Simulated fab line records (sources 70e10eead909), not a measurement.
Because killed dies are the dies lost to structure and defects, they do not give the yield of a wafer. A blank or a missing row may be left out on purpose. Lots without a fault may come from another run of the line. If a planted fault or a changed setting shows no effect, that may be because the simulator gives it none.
What tool caused it?    flow nand_harc    18 wafers sampled from 6 lots at 1 step of a route of 1302

## WHAT THE GAUGES SHOWED, per wafer
NHARC_P_CONTACT_INSPECT_14.
lot   measured      on                 raw_defect_count
L318  day 6 11:08   defect_inspect-02  5 8 5
L322  day 8 00:36   defect_inspect-01  2 2 5
L324  day 9 08:57   defect_inspect-01  5 0 2
L326  day 9 23:31   defect_inspect-02  8 5 3
L328  day 10 14:36  defect_inspect-02  4 1 4
L337  day 14 01:26  defect_inspect-02  6 8 7

## WHAT TOOL EACH LOT RAN ON (gives the tool, then ch and the chambers of the sampled wafers, and finally the start)
Record: no process step prior to these readings.

## THE ANSWER, worked out from the rows above alone
Rule: what is usual is taken from the lots themselves. The widest of any qualifying gaps counts: lots, ordered by their means at a reading, are off when they make up no more than a third of the lots, leave a main group of 4 or more, and stand apart from it by 3 or more times the standard deviation of that group's means. Not used: any main group whose means are identical at the precision the tables above print for the reading. A lot without any number at a reading at which 4 lots or more have one is off too. The other lots that the step has rows for count as sound.
Nothing can be told from this: no lot is off at any reading shown.

## WHAT THE SIMULATOR HAD PUT IN
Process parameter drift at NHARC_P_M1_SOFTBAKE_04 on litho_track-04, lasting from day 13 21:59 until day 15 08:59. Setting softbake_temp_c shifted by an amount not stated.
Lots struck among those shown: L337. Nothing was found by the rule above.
